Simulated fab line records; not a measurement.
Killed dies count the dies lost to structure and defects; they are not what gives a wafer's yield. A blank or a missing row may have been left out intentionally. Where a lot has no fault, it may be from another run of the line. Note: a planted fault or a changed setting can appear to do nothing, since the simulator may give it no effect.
Matching of chambers    flow n5_finfet    N5_DUMMY_GATE_CMP_04 on cmp-01 has 4 sister chambers
The step polishes a-Si. 20 wafers are shown with their chamber, then 10 later ones without.

== WAFERS WITH THEIR CHAMBER ==
wafer   chamber  motor_current_A (A)  time_to_endpoint_s (s)
L076.2  2        9.4                  10.4
L076.5  3        10.6                 12.9
L076.6  2        9.2                  10.1
L076.1  0        9.8                  13.4
L076.3  1        10.4                 8.9
L076.4  3        10.8                 10.8
L084.1  3        10.3                 13.2
L084.4  2        9.4                  13.6
L084.5  1        10.2                 14.8
L087.3  3        10.3                 12.6
L087.4  2        9.3                  12.9
L087.6  2        9.6                  13.3
L089.1  0        9.8                  15.5
L089.2  3        10.7                 14.1
L089.4  2        9.5                  13.4
L090.1  3        10.7                 15.1
L090.2  0        9.7                  16.8
L090.3  2        8.4                  15.2
L092.1  3        10.7                 17.7
L092.2  1        10.5                 16.9

SIGNATURES (averages over the wafers above)
reading             chamber 0  chamber 1  chamber 2  chamber 3  scatter within a chamber
motor_current_A     9.767      10.367     9.257      10.586     0.281
time_to_endpoint_s  15.233     13.533     12.700     13.771     2.36
Rule: a wafer's distance from a chamber is the root of the sum, over the readings, of the square of ((its reading less the chamber's mean) divided by the reading's scatter). If the next closest chamber is less than 2 further off than the closest, the wafer can't be placed; otherwise it belongs to the closest. The scatter: the root of (the sum of the squares of (reading less its chamber's mean) over the shown wafers, divided by (wafers less chambers)).

== WAFERS MISSING THEIR CHAMBER ==
wafer   motor_current_A (A)  time_to_endpoint_s (s)
L092.3  9.7                  15.1
L094.1  11.1                 16.8
L094.4  9.8                  18.2
L094.6  10.4                 17.9
L096.1  9.9                  14.5
L096.2  10.9                 15.0
L096.5  10.7                 16.1
L097.1  10.3                 14.9
L097.4  10.3                 15.1
L097.6  9.7                  15.8

== CHAMBER TAKEN BY EACH ==
wafer   from the rows above                in truth
L092.3  can't be placed: 0 or 2            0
L094.1  can't be placed: 3 or 1            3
L094.4  can't be placed: 0 or 1 or 2       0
L094.6  can't be placed: 1 or 3 or 0       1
L096.1  can't be placed: 0 or 1 or 2 or 3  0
L096.2  can't be placed: 3 or 1            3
L096.5  can't be placed: 3 or 1            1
L097.1  can't be placed: 1 or 3 or 0       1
L097.4  can't be placed: 1 or 3 or 0       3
L097.6  can't be placed: 0 or 2            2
Placed correctly: 0 of 10. Unplaceable from these rows: 10, with the true chamber sitting among the candidates in 10. 0 placed wrongly.
